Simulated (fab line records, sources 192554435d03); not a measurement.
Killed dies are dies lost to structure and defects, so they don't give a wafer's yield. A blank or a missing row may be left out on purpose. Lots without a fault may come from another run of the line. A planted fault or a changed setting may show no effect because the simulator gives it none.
Which tool did it? | flow n5_finfet | 12 lots, 36 wafers sampled, at 2 steps of a route of 1938

WHAT THE GAUGES READ, wafer by wafer
N5_BEOL_M4_RS_MEAS_58: measures by four-point-probe.
lot  | measured     | on            | M4_RS (ohm/sq)
L075 | day 8 08:26  | film_metro-02 | 0.664 0.706 0.684
L077 | day 8 18:25  | film_metro-02 | 0.635 0.673 0.664
L079 | day 8 22:34  | film_metro-02 | 0.672 0.636 0.671
L081 | day 9 16:11  | film_metro-01 | 0.644 0.699 0.677
L083 | day 10 08:15 | film_metro-01 | 0.665 0.633 0.647
L086 | day 10 20:37 | film_metro-01 | 0.675 0.678 0.664
L087 | day 11 04:09 | film_metro-02 | 0.666 0.680 0.661
L089 | day 11 13:05 | film_metro-01 | 0.706 0.730 0.712
L090 | day 12 09:43 | film_metro-02 | 0.650 0.649 0.663
L093 | day 12 16:23 | film_metro-02 | 0.601 0.634 0.642
L096 | day 13 09:12 | film_metro-02 | 0.675 0.687 0.706
L097 | day 13 20:12 | film_metro-02 | 0.704 0.692 0.715

WHICH TOOL RAN EACH LOT (tool, then ch and the chambers of the sampled wafers, then the start)
lot  | N5_BEOL_M4_ANNEAL_95
L075 | pvd_sputter-03, day 8 07:13
L077 | pvd_sputter-03, day 8 17:12
L079 | pvd_sputter-01, day 8 21:21
L081 | pvd_sputter-01, day 9 14:57
L083 | pvd_sputter-01, day 10 06:58
L086 | pvd_sputter-03, day 10 19:25
L087 | pvd_sputter-02, day 11 02:58
L089 | pvd_sputter-01, day 11 11:51
L090 | pvd_sputter-01, day 12 08:31
L093 | pvd_sputter-01, day 12 15:08
L096 | pvd_sputter-02, day 13 07:59
L097 | pvd_sputter-01, day 13 18:59
- N5_BEOL_M4_ANNEAL_95: time 240 s.

THE ANSWER, worked out from the rows above alone
Rule: what is usual is taken from the lots themselves. Put in order of their means at a reading, lots are off if they are a third of the lots or fewer, leave a main group of 4 or more, and stand apart from it by a gap of 3 or more times the standard deviation of the main group's means; of several such gaps the widest counts. A main group whose means are all the same, to the digits that the tables above print for the reading, isn't used. A lot without any number at a reading at which 4 lots or more have one is off too. The other lots that the step has rows for count as sound.
No lot is off at any reading shown: from this, nothing can be told.

WHAT THE SIMULATOR HAD PUT IN
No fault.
